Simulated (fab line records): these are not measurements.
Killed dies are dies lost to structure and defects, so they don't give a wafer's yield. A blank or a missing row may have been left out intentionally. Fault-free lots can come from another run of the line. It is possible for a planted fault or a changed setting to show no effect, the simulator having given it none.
Chamber matching :: flow n5-finfet :: N5_BEOL_M11_CURE_72 on uv-cure-01 has 3 sister chambers
The step cures SiCOH lowk, time 120 s. 6 wafers are shown with their chamber, then 6 later ones without.

## WAFERS, EACH WITH ITS CHAMBER
wafer: L572.4
chamber: 0
run-length-s (s): 177.9
wafer_temp_C_max: 371.5

wafer: L572.5
chamber: 0
run-length-s (s): 177.7
wafer_temp_C_max: 371.6

wafer: L574.2
chamber: 2
run-length-s (s): 177.0
wafer_temp_C_max: 372.0

wafer: L574.3
chamber: 2
run-length-s (s): 177.4
wafer_temp_C_max: 371.9

wafer: L588.4
chamber: 1
run-length-s (s): 181.4
wafer_temp_C_max: 371.7

wafer: L588.6
chamber: 1
run-length-s (s): 181.1
wafer_temp_C_max: 372.6

## WAFERS MISSING THEIR CHAMBER
wafer: L592.3
run-length-s (s): 177.8
wafer_temp_C_max: 372.0

wafer: L592.5
run-length-s (s): 177.4
wafer_temp_C_max: 372.1

wafer: L592.6
run-length-s (s): 177.8
wafer_temp_C_max: 371.8

wafer: L591.1
run-length-s (s): 177.5
wafer_temp_C_max: 371.9

wafer: L591.4
run-length-s (s): 177.5
wafer_temp_C_max: 371.5

wafer: L591.5
run-length-s (s): 177.8
wafer_temp_C_max: 371.7

## THE CHAMBER EACH PASSED THROUGH
wafer: L592.3
from the rows above: can't be placed: 0 or 2
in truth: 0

wafer: L592.5
from the rows above: can't be placed: 2 or 0
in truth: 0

wafer: L592.6
from the rows above: 0
in truth: 0

wafer: L591.1
from the rows above: can't be placed: 2 or 0
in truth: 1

wafer: L591.4
from the rows above: can't be placed: 0 or 2
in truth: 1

wafer: L591.5
from the rows above: 0
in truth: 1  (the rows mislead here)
Placed correctly: 1 of 6. Unplaceable from these rows: 4, with the true chamber sitting among the candidates in 2. 1 placed wrongly.
How it was worked out, from the rows above alone: a wafer's distance from a chamber is the root of the sum, over the readings, of the square of ((its reading less the chamber's mean) divided by the reading's scatter). The wafer belongs to the nearest chamber; if the next one is less than 2 further off, it can't be placed. For every chamber, the mean is computed from those of its wafers that are shown. How the scatter is found: for the shown wafers, subtract from each reading the mean of its chamber, square and add these, divide the total by (wafers less chambers), then take the root.
